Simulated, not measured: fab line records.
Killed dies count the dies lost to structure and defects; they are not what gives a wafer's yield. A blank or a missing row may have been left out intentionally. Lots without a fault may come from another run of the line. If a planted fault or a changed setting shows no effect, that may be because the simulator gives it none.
Problem report in the 8D (eight disciplines) form, filled by code -- flow n5 finfet -- the parts of the form that need people (team, actions taken, sign-off) are left out

## 1. THE ISSUE
Mean of killed at contacts at N5_PASSIVATION_PROBE_49: 127 across 2 wafers in 2 lots; on wafers with no fault it is 12 (standard deviation 5.9). Relative to the usual mean, that is a shift of +19 standard deviations.
Earliest sighting: wafer L620.6 on prober-01 at day 15 20:13. The record holds 9 wafers of 3 lots with a number at this step. The rule behind "out" and "out of limits": a value lying over 4 standard deviations away from the usual mean. All remaining wafers that have a number are taken as sound.

## 2. WHAT THIS IS AND IS NOT
question,is,is not
which readings at this step,"killed at contacts, defect limited yield, killed dies, sort_bin_5_function, sort n pass, sort yield pct","killed_at_M0_to_M3, killed_at_M4_up, killed at front end, killed at other, killed open, killed short, sort_bin_8_speed"
which lots,"L620, L624",L619
which wafers of those lots,"L620.6, L624.2","L620.1, L620.4, L624.1, L624.6"
read on which tools,"prober-01, prober-02",-
when,from day 15 20:13,"up to then (2 sound wafers); but 5 sound wafers of L619, L624 came after"

## 3. THE SUSPECTS, EACH WITH WHAT RULES IT OUT
Counting: any tool at a process step up to the reading remains a suspect provided it ran every lot that is out. Sound lots after the first of them don't rule it out here, since some wafers of a struck lot are sound.
- ald sin-04 at N5_MOL_CONTACT_COAG_ALD_27 (deposits SiOC, target thk 17 nm, pulse time 1.5 s, time 2720 s): kept. It ran every lot that is out, first L620 (day 8 06:19).
- rie diel-04 at N5_PASSIVATION_ETCH_15 (etches SiCN in CF4/N2, target depth 75 nm, time 81.2 s): kept. It ran every lot that is out, first L620 (day 15 14:20). With no start given for some of its lots, N5_PASSIVATION_ETCH_15 uses the hours and lot order of N5_PASSIVATION_SPUTTER_20.
- Within ald sin-04 at N5_MOL_CONTACT_COAG_ALD_27: the wafers that are out ran in chamber 3; their sound lot-mates ran in chambers 0, 1, 2.
After counting, ald sin-04 at N5_MOL_CONTACT_COAG_ALD_27 and rie diel-04 at N5_PASSIVATION_ETCH_15 remain.

## 4. THE CAUSE (what the simulator had put in)
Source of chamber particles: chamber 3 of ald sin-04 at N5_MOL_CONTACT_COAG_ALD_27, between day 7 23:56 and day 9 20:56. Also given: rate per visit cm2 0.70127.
Counting leaves 2 suspects; this tool is one of them.

## 5. THE EFFECT CHAIN, in route order
Each row: a reading whose mean over the struck wafers that have a number lies more than 3 standard deviations from the usual. Only readings for which the record gives a usual standard deviation are gone through. hours: the time from each lot's start at the first step in this table that gives one to its start at this step, as a median over the lots. sigmas: the change in usual standard deviations.
hours,step,reading,usual,on struck wafers,change,sigmas
0,N5_PASSIVATION_PROBE_49,defect limited yield,91.3 %,82.2,-9.1,-7.0
0,N5_PASSIVATION_PROBE_49,killed at contacts,12,127,+115,+19
0,N5_PASSIVATION_PROBE_49,killed dies,103,210,+107,+7.1
0,N5_PASSIVATION_PROBE_49,sort_bin_5_function,5.1 %,11.9,+6.8,+7.8
0,N5_PASSIVATION_PROBE_49,sort n pass,1077,970,-107,-7.1
0,N5_PASSIVATION_PROBE_49,sort yield pct,91.3 %,82.2,-9.1,-7.0
It contains these process steps:
- N5_PASSIVATION_PROBE_49

## 6. WHAT WOULD HAVE CAUGHT IT SOONER
188 hours passed between the start of the fault at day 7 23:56 and the first reading out of limits in this record, taken at day 15 20:13.
No tool reading at N5_MOL_CONTACT_COAG_ALD_27 that has a usual standard deviation in the record was out on any struck wafer, so an alarm limit of 4 standard deviations on those readings would not have fired.
Each of the lots that are out, 2 in all, had begun N5_MOL_CONTACT_COAG_ALD_27 on ald sin-04 no later than day 15 20:13. None of them would have been spared by holding the tool at that moment.
